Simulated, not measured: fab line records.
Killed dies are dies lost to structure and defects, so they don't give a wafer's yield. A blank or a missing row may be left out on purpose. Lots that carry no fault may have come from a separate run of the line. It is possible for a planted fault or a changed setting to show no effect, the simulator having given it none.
Chamber matching ; flow nand_harc ; NHARC_P_M2_PRE_CLEAN_32 on pecvd-01 has 3 sister chambers
The step time 12 s. 3 wafers are shown with their chamber, then 10 later ones without.

WAFERS WITH THEIR CHAMBER
wafer;chamber;heater_power_w (W)
L081.1;2;575
L084.2;1;725
L085.4;0;514

WAFERS WITH NO CHAMBER GIVEN
wafer;heater_power_w (W)
L085.6;516
L086.1;508
L086.2;673
L086.6;670
L088.1;664
L088.2;531
L088.4;533
L097.2;509
L097.3;539
L097.6;513

THE CHAMBER EACH PASSED THROUGH
wafer;from the rows above;in truth
L085.6;can't be placed: 0 or 2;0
L086.1;can't be placed: 0 or 2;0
L086.2;can't be placed: 1 or 2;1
L086.6;can't be placed: 1 or 2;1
L088.1;can't be placed: 1 or 2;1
L088.2;can't be placed: 0 or 2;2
L088.4;can't be placed: 0 or 2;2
L097.2;can't be placed: 0 or 2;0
L097.3;can't be placed: 0 or 2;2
L097.6;can't be placed: 0 or 2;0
Placed correctly: 0 of 10. Not placeable from these rows: 10 (in 10, the candidates include the true chamber). Placed wrongly: 0.
How it was worked out, from the rows above alone: a wafer's distance from a chamber is the root of the sum, over the readings, of the square of ((its reading less the chamber's mean) divided by the reading's scatter). If the next closest chamber is less than 2 further off than the closest, the wafer can't be placed; otherwise it belongs to the closest. The mean given for a chamber averages the wafers shown for that chamber. The scatter (one wafer shown for each chamber): square how far every hidden wafer sits from the nearest shown wafer, average those squares and take the square root.
